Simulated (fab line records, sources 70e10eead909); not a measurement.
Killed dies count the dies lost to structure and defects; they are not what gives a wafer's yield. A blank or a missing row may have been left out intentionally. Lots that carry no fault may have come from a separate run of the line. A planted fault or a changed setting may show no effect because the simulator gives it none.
A struck lot beside a sound one | flow nand harc | 14 steps out of a route of 1302
Sound: wafers L701.1, L701.2, L701.4. Struck: wafer L715.4 (left out: L715.6, a lot-mate that was not struck); the cause follows at the end.
Each step with rows lists, per side, the tool, then ch with its chambers, then its first start. Under that, the readings that differ: sound wafers | struck wafers | difference of the means | sigmas: that difference in standard deviations of wafers without a fault.
alike: a reading whose means differ by less than 2 such deviations, as well as words and numbers matching on both sides. not compared: withheld readings; readings where some wafer has no value; bounds like >300 that might hide an equal value; numbers whose values overlap and for which the record gives no deviation.
The two part at a step that has a row with sigmas, a row that says differs or no value, or rows on one side only. Numbers that have no deviation but don't overlap get no sigmas and don't part them. Lack of a reading on every wafer of one side parts them only where that side has two or more wafers.

NHARC_A_SOURCE_PLATE_THK_MEAS_06: measures by ellipsometry.
  struck on film metro-01, day 14 01:43; sound on film metro-02, day 7 15:19
  alike: thk nm
NHARC_A_SOURCE_PLATE_INSPECT_08:
  struck on defect inspect-02, day 14 01:47; sound on defect inspect-01, day 7 15:22
  alike: raw defect count
then, 1 step without rows for these wafers: NHARC_A_ONON_D1_DEP_00 (target thk 1000 nm).
NHARC_A_ONON_D1_THK_MEAS_02: measures by ellipsometry.
  struck on film metro-02, day 14 02:21; sound on film metro-01, day 7 15:57
  alike: thk nm
then, 1 step without rows for these wafers: NHARC_A_ONON_D1_DEP_03 (target thk 1000 nm).
NHARC_A_ONON_D1_THK_MEAS_05: measures by ellipsometry.
  struck on film metro-01, day 14 02:55; sound on film metro-01, day 7 16:31
  alike: thk nm
then, 1 step without rows for these wafers: NHARC_A_ONON_D1_DEP_06 (target thk 1000 nm).
NHARC_A_ONON_D1_THK_MEAS_08: measures by ellipsometry.
  struck on film metro-01, day 14 03:29; sound on film metro-01, day 7 17:05
  alike: thk nm
then, 1 step without rows for these wafers: NHARC_A_ONON_D1_DEP_09 (target thk 1000 nm).
NHARC_A_ONON_D1_THK_MEAS_11: measures by ellipsometry.
  struck on film metro-01, day 14 04:03; sound on film metro-01, day 7 17:38
  reading     | sound       | struck | difference | sigmas
  thk nm (nm) | 981 984 984 | 1003   | +20        | +2
NHARC_A_ONON_D1_DEP_12: target thk 1000 nm.
  sound on pecvd onon-01 ch 0, day 7 17:42; struck on pecvd onon-03 ch 0, day 14 04:17
NHARC_A_ONON_D1_THK_MEAS_14: measures by ellipsometry.
  struck on film metro-01, day 14 04:37; sound on film metro-01, day 7 18:12
  reading     | sound       | struck | difference | sigmas
  thk nm (nm) | 987 987 987 | 786    | -201       | -18
then, 2 steps without rows for these wafers: NHARC_A_ONON_D1_ANNEAL_15 (time 3600 s); NHARC_END_SORT_01.

## WHERE THEY PART
First at NHARC_A_ONON_D1_THK_MEAS_11; last, within this record, at NHARC_A_ONON_D1_THK_MEAS_14.

WHY: what the simulator had put in
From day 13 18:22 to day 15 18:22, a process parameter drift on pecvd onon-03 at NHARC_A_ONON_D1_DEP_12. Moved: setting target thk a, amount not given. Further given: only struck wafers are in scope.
